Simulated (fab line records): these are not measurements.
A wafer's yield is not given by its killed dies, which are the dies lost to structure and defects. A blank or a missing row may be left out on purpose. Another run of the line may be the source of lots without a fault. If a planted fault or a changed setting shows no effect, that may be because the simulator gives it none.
Which tool is to blame?	flow nandHarc	24 lots, 72 wafers sampled, at 2 steps of a route of 1302

WHAT EACH GAUGE READ, for each wafer
NHARC_P_ZERO_WELL_INSPECT_43. Usual: rawDefectCount at 13, with a standard deviation of 6.1.
lot	measured	on	rawDefectCount	flag
L074	day 2 03:58	defectInspect-01	19 23 23	
L075	day 2 14:01	defectInspect-01	14 11 16	
L076	day 2 23:53	defectInspect-02	11 13 8	
L077	day 3 09:26	defectInspect-02	30 23 23	
L078	day 3 19:58	defectInspect-02	19 30 31	
L079	day 4 05:45	defectInspect-01	13 7 10	
L080	day 4 15:26	defectInspect-02	11 22 16	
L081	day 5 01:47	defectInspect-01	5 7 15	
L082	day 5 11:53	defectInspect-01	8 4 6	
L083	day 5 21:52	defectInspect-01	11 4 11	
L084	day 6 07:29	defectInspect-02	6 24 13	
L085	day 6 18:39	defectInspect-01	19 5 10	
L086	day 7 03:34	defectInspect-01	13 10 12	
L087	day 7 15:55	defectInspect-02	11 14 12	
L088	day 7 23:44	defectInspect-01	10 16 9	
L089	day 8 10:14	defectInspect-01	12 12 11	
L090	day 8 20:10	defectInspect-02	15 14 18	
L091	day 9 05:31	defectInspect-02	18 17 8	
L092	day 9 17:57	defectInspect-01	20 6 8	
L093	day 10 01:38	defectInspect-02	6 11 8	
L094	day 10 11:27	defectInspect-02	4 14 14	
L095	day 10 21:41	defectInspect-01	10 17 3	
L096	day 11 07:25	defectInspect-02	22 18 10	
L097	day 11 17:37	defectInspect-02	19 26 18	

WHAT TOOL EACH LOT RAN ON (gives the tool, then ch and the chambers of the sampled wafers, and finally the start)
lot	NHARC_P_ZERO_WELL_DESCUM_13
L074	rieDiel-01 ch 0,1,2, day 1 21:16
L075	rieDiel-12 ch 0,3, day 2 07:23
L076	rieDiel-01 ch 0,1,2, day 2 17:29
L077	rieDiel-06 ch 0,1,3, day 3 03:25
L078	rieDiel-12 ch 0,1,3, day 3 13:24
L079	rieDiel-01 ch 0,2,3, day 3 23:25
L080	rieDiel-06 ch 2,3, day 4 09:17
L081	rieDiel-01 ch 0,2, day 4 19:17
L082	rieDiel-01 ch 0,1,2, day 5 05:24
L083	rieDiel-12 ch 1,2,3, day 5 15:34
L084	rieDiel-12 ch 1,2,3, day 6 01:24
L085	rieDiel-12 ch 0,2,3, day 6 11:23
L086	rieDiel-12 ch 1,2,3, day 6 21:26
L087	rieDiel-01 ch 1,3, day 7 07:17
L088	rieDiel-01 ch 0,2,3, day 7 17:26
L089	rieDiel-01 ch 0,2,3, day 8 03:25
L090	rieDiel-06 ch 0,1, day 8 13:51
L091	rieDiel-01 ch 2,3, day 8 23:25
L092	rieDiel-12 ch 0,2,3, day 9 09:24
L093	rieDiel-06 ch 0,2,3, day 9 19:24
L094	rieDiel-01 ch 0,1,3, day 10 05:25
L095	rieDiel-01 ch 0,1,3, day 10 15:23
L096	rieDiel-12 ch 1,3, day 11 01:16
L097	rieDiel-12 ch 1,2,3, day 11 11:23
- NHARC_P_ZERO_WELL_DESCUM_13: chemistry O2, time 3 s.

WHAT THE TOOLS THEMSELVES READ (means of the sampled wafers that have a number; where no wafer has one, the mark that the record gives instead)
NHARC_P_ZERO_WELL_DESCUM_13. Usual: for chamberPressureMTorr, 59.99 mTorr with a standard deviation of 0.05; for drypumpMotorCurrentA, 5.8 A with a standard deviation of 0.32; for o2FlowSccm, 199.9 sccm with a standard deviation of 0.57; for oesProductAu, 1.002 a.u. with a standard deviation of 0.0097; for rfVppV, 57.7 V with a standard deviation of 0.93; for showerheadPlenumPTorr, 1.86 Torr with a standard deviation of 0.088; for throttleValvePct, 11.310 % with a standard deviation of 0.0094.
lot	tool	chamberPressureMTorr (mTorr)	drypumpMotorCurrentA (A)	o2FlowSccm (sccm)	oesProductAu (a.u.)	rfVppV (V)	showerheadPlenumPTorr (Torr)	throttleValvePct (%)	flag
L074	rieDiel-01	59.95	5.8	199.7	0.995	58.7	1.87	11.309	
L075	rieDiel-12	60.04	5.9	199.8	1.006	57.8	1.80	11.313	
L076	rieDiel-01	60.01	5.8	199.3	1.003	57.5	1.87	11.309	
L077	rieDiel-06	59.93	5.7	199.7	1.007	57.5	1.90	11.305	
L078	rieDiel-12	60.04	5.8	199.6	1.001	57.3	1.87	11.305	
L079	rieDiel-01	59.97	5.6	199.9	0.996	57.5	1.85	11.313	
L080	rieDiel-06	59.98	5.3	200.3	1.001	57.2	1.81	11.312	
L081	rieDiel-01	60.00	5.6	200.4	1.000	57.7	1.85	11.315	
L082	rieDiel-01	60.01	5.8	199.7	0.998	57.0	1.86	11.312	
L083	rieDiel-12	60.05	5.9	199.8	1.007	57.9	1.89	11.318	
L084	rieDiel-12	60.01	5.9	199.8	1.002	58.4	1.89	11.313	
L085	rieDiel-12	59.96	6.0	200.4	0.998	58.5	1.81	11.299	
L086	rieDiel-12	59.94	5.9	199.8	1.001	58.8	1.89	11.310	
L087	rieDiel-01	60.00	6.2	200.1	0.997	57.6	1.81	11.306	
L088	rieDiel-01	60.00	5.6	199.9	1.010	58.2	1.84	11.304	
L089	rieDiel-01	59.96	5.6	200.1	0.999	56.7	1.84	11.306	
L090	rieDiel-06	60.00	5.6	200.2	1.007	57.3	1.89	11.306	
L091	rieDiel-01	60.01	5.7	199.5	1.006	56.4	1.78	11.314	
L092	rieDiel-12	60.00	6.0	200.7	1.000	57.6	1.81	11.309	
L093	rieDiel-06	60.01	5.5	200.6	1.003	58.5	1.93	11.313	
L094	rieDiel-01	60.00	5.8	200.0	1.002	57.6	1.95	11.310	
L095	rieDiel-01	59.98	5.8	199.8	0.992	57.3	1.95	11.311	
L096	rieDiel-12	59.97	5.8	200.1	1.003	58.1	1.93	11.318	
L097	rieDiel-12	60.01	5.9	200.0	1.010	57.9	1.88	11.311	

THE ANSWER, worked out from the rows above alone
Rule: a lot counts as off when the mean over its wafers that have a number is more than 3 standard deviations away from the usual mean. Also off: a lot with no number at a reading for which 4 or more lots have one. All remaining lots with rows at the step are treated as sound. The gauges are gone through in route order, then the tools' own readings, and for those a lot's mean is taken as printed above. At the first step where some lot is off, the reading lying furthest off is the one used; lots without a number count as furthest.
Across all readings shown, no lot is off: no conclusion can be drawn from this.

WHAT WAS PUT IN BY THE SIMULATOR
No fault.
